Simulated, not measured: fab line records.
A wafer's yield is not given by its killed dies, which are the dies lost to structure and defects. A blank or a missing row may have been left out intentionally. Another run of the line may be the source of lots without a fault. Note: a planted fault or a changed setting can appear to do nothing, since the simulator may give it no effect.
Matching of chambers	flow n5 finfet	N5_BEOL_M2_STRIP_36 on rie diel-01 has 4 sister chambers
The step strips in N2/H2. 8 wafers are shown with their chamber, then 8 later ones without.

## WAFERS, EACH WITH ITS CHAMBER
wafer	chamber	showerhead plenum p Torr (Torr)	throttle valve pct (%)
L081.4	3	2.63	23.8
L081.6	3	2.63	23.8
L083.5	0	2.46	23.4
L083.6	1	2.53	23.6
L084.2	2	2.56	23.3
L084.3	1	2.53	23.7
L084.4	0	2.46	23.4
L087.1	2	2.55	23.3

## WAFERS WITHOUT THEIR CHAMBER
wafer	showerhead plenum p Torr (Torr)	throttle valve pct (%)
L087.2	2.45	23.4
L087.4	2.62	23.8
L094.1	2.52	23.7
L094.5	2.52	23.7
L094.6	2.54	23.4
L097.3	2.45	23.5
L097.5	2.52	23.7
L097.6	2.45	23.5

## THE CHAMBER EACH PASSED THROUGH
wafer	from the rows above	in truth
L087.2	0	0
L087.4	3	3
L094.1	1	1
L094.5	1	1
L094.6	2	2
L097.3	0	0
L097.5	1	1
L097.6	0	0
Correctly placed: 8 of 8. Not placeable from these rows: 0. Number placed wrongly: 0.
How it was worked out, from the rows above alone: a wafer's distance from a chamber is the root of the sum, over the readings, of the square of ((its reading less the chamber's mean) divided by the reading's scatter). If the next closest chamber is less than 2 further off than the closest, the wafer can't be placed; otherwise it belongs to the closest. The mean given for a chamber averages the wafers shown for that chamber. The scatter: the root of (the sum of the squares of (reading less its chamber's mean) over the shown wafers, divided by (wafers less chambers)).
